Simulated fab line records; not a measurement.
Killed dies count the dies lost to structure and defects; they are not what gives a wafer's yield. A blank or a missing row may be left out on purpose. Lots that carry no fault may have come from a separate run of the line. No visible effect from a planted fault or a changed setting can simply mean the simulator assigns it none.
Which of the tools did it? ; flow n5Finfet ; 10 lots, 30 wafers sampled, at 4 steps of a route of 1938

WHAT THE GAUGES SHOWED, per wafer
N5_BEOL_M6_OCD_MEAS_38. Usual: trenchDepthNm at 93.8 nm, with a standard deviation of 2.2.
lot;measured;on;trenchDepthNm (nm);flag
L327;day 9 10:58;ocd-01;93.5 95.6 93.9;
L328;day 9 21:31;ocd-02;93.0 97.0 93.4;
L333;day 10 03:23;ocd-01;89.5 94.1 93.3;
L331;day 10 03:58;ocd-02;93.3 96.1 93.1;
L334;day 11 03:10;ocd-01;96.6 92.3 93.2;
L341;day 12 11:58;ocd-01;91.3 92.4 91.6;
L346;day 14 02:58;ocd-02;93.0 95.5 97.6;
L347;day 14 03:52;ocd-01;98.0 98.3 96.0;
L349;day 14 18:16;ocd-02;96.2 97.7 94.5;
L350;day 15 15:59;ocd-01;93.2 93.6 93.0;

TOOL THAT RAN EACH LOT (tool first, then ch and the chambers of the sampled wafers, then the start)
lot;N5_BEOL_M6_ETCH_62;N5_BEOL_M6_ETCH_72;N5_BEOL_M6_ETCH_66
L327;rieDiel-01 ch 0,1, day 9 06:19;rieDiel-05 ch 1,2, day 9 10:34;rieDiel-05 ch 1,2, day 9 10:37
L328;rieDiel-06 ch 0,2, day 9 16:23;rieDiel-05 ch 1,3, day 9 21:07;rieDiel-05 ch 1,3, day 9 21:10
L333;rieDiel-05 ch 1,3, day 10 00:14;rieDiel-05 ch 0,2,3, day 10 02:59;rieDiel-05 ch 0,2,3, day 10 03:02
L331;rieDiel-05 ch 0,2,3, day 10 00:29;rieDiel-01 ch 0,2, day 10 03:34;rieDiel-01 ch 0,2, day 10 03:37
L334;rieDiel-06 ch 0,3, day 11 01:56;rieDiel-05 ch 1,3, day 11 02:46;rieDiel-05 ch 1,3, day 11 02:49
L341;rieDiel-01 ch 0,1, day 12 10:29;rieDiel-06 ch 0,1, day 12 11:34;rieDiel-06 ch 0,1, day 12 11:37
L346;rieDiel-05 ch 0,1,2, day 14 01:25;rieDiel-05 ch 0,1,3, day 14 02:34;rieDiel-05 ch 0,1,3, day 14 02:37
L347;rieDiel-06 ch 0,1,3, day 14 02:14;rieDiel-05 ch 0,1, day 14 03:28;rieDiel-05 ch 0,1, day 14 03:31
L349;rieDiel-01 ch 0,1, day 14 16:38;rieDiel-05 ch 0,1,2, day 14 17:53;rieDiel-05 ch 0,1,2, day 14 17:56
L350;rieDiel-01 ch 0,3, day 15 12:56;rieDiel-06 ch 1,2,3, day 15 15:35;rieDiel-06 ch 1,2,3, day 15 15:38
- N5_BEOL_M6_ETCH_62: etches SOC in N2/H2, target depth 110 nm, overetch 22 nm, time 165 s.
- N5_BEOL_M6_ETCH_72: etches underlayer in N2/H2, target depth 6.5 nm, time 5.2 s.
- N5_BEOL_M6_ETCH_66: etches SOC in N2/H2, target depth 80 nm, overetch 16 nm, time 120 s.

AS READ BY THE TOOLS THEMSELVES (means over the sampled wafers that have a number; for cases with no such wafer, the mark the record gives instead)
N5_BEOL_M6_ETCH_62. Usual: biasW 149.9 W, standard deviation 0.51; drypumpMotorCurrentA 5.8 A, standard deviation 0.58; oesProductAu 0.67 a.u., standard deviation 0.071; rfVppV 523.6 V, standard deviation 2.7; showerheadPlenumPTorr 2.53 Torr, standard deviation 0.095; throttleValvePct 17.82 %, standard deviation 0.23.
lot;tool;biasW (W);drypumpMotorCurrentA (A);oesProductAu (a.u.);rfVppV (V);showerheadPlenumPTorr (Torr);throttleValvePct (%);flag
L327;rieDiel-01;150.4;5.9;0.75;526.2;2.65;17.70;
L328;rieDiel-06;149.7;6.0;0.64;520.9;2.44;17.87;
L333;rieDiel-05;150.1;6.2;0.66;521.1;2.45;18.02;
L331;rieDiel-05;150.0;5.8;0.61;523.6;2.52;17.94;
L334;rieDiel-06;150.8;5.3;0.63;521.0;2.44;17.93;
L341;rieDiel-01;149.8;5.9;0.71;526.2;2.64;17.75;
L346;rieDiel-05;150.0;5.6;0.70;523.1;2.53;17.81;
L347;rieDiel-06;149.7;5.7;0.65;522.2;2.49;17.88;
L349;rieDiel-01;150.3;5.6;0.64;525.0;2.57;17.96;
L350;rieDiel-01;149.5;6.0;0.73;527.0;2.62;17.54;

N5_BEOL_M6_ETCH_72. Usual: biasW 150.0 W (standard deviation 0.45); drypumpMotorCurrentA 5.8 A (standard deviation 0.59); etchRfOnTimeS 5.22 s (standard deviation 0.13); oesProductAu 0.66 a.u. (standard deviation 0.076); rfVppV 523.1 V (standard deviation 2.7); showerheadPlenumPTorr 2.52 Torr (standard deviation 0.088); throttleValvePct 17.90 % (standard deviation 0.2).
lot;tool;biasW (W);drypumpMotorCurrentA (A);etchRfOnTimeS (s);oesProductAu (a.u.);rfVppV (V);showerheadPlenumPTorr (Torr);throttleValvePct (%);flag
L327;rieDiel-05;149.7;5.7;5.20;0.67;523.2;2.51;17.85;
L328;rieDiel-05;149.8;6.5;5.14;0.64;521.5;2.43;18.09;
L333;rieDiel-05;150.2;5.9;5.29;0.61;523.8;2.52;17.97;
L331;rieDiel-01;149.9;6.5;5.18;0.69;525.1;2.60;17.75;
L334;rieDiel-05;150.3;6.5;5.24;0.62;520.3;2.43;18.09;
L341;rieDiel-06;150.0;6.2;5.38;0.65;521.5;2.49;17.91;
L346;rieDiel-05;149.4;6.0;5.09;0.69;520.5;2.49;17.96;
L347;rieDiel-05;149.8;5.5;5.04;0.76;525.0;2.56;17.80;
L349;rieDiel-05;150.5;5.6;5.16;0.70;522.2;2.53;17.87;
L350;rieDiel-06;149.9;5.3;5.19;0.67;523.1;2.49;17.80;

N5_BEOL_M6_ETCH_66. Usual: biasW 150.0 W, standard deviation 0.41; drypumpMotorCurrentA 5.8 A, standard deviation 0.59; oesProductAu 0.60 a.u., standard deviation 0.062; rfVppV 523.2 V, standard deviation 2.5; showerheadPlenumPTorr 2.52 Torr, standard deviation 0.088; throttleValvePct 17.86 %, standard deviation 0.2.
lot;tool;biasW (W);drypumpMotorCurrentA (A);oesProductAu (a.u.);rfVppV (V);showerheadPlenumPTorr (Torr);throttleValvePct (%);flag
L327;rieDiel-05;149.7;5.7;0.60;523.5;2.51;17.81;
L328;rieDiel-05;125.6;6.5;0.58;465.0;2.43;18.03;OFF
L333;rieDiel-05;125.5;5.8;0.55;466.9;2.52;17.92;OFF
L331;rieDiel-01;149.9;6.5;0.62;525.0;2.60;17.72;
L334;rieDiel-05;125.4;6.4;0.57;466.0;2.43;18.05;OFF
L341;rieDiel-06;150.2;6.2;0.59;522.2;2.49;17.87;
L346;rieDiel-05;150.2;6.0;0.62;521.1;2.49;17.92;
L347;rieDiel-05;149.9;5.5;0.67;524.1;2.56;17.74;
L349;rieDiel-05;150.5;5.6;0.62;523.2;2.53;17.82;
L350;rieDiel-06;149.5;5.3;0.60;523.4;2.49;17.76;

THE ANSWER, worked out from the rows above alone
Rule: a lot counts as off when the mean over its wafers that have a number is more than 3 standard deviations away from the usual mean. Also off: a lot with no number at a reading for which 4 or more lots have one. The other lots that the step has rows for count as sound. Order of review: gauges by route order, followed by the tools' own readings, for which a lot's mean as printed above is used. At the first step where some lot is off, the reading lying furthest off is the one used; lots without a number count as furthest.
Off: L328, L333, L334, at N5_BEOL_M6_ETCH_66 (biasW).
If a tool, at that step or one of the process steps before it, ran each lot that is off and ran no sound lot following the first of them, it fits. Not one of the candidates tried fits.

WHAT THE SIMULATOR PUT IN
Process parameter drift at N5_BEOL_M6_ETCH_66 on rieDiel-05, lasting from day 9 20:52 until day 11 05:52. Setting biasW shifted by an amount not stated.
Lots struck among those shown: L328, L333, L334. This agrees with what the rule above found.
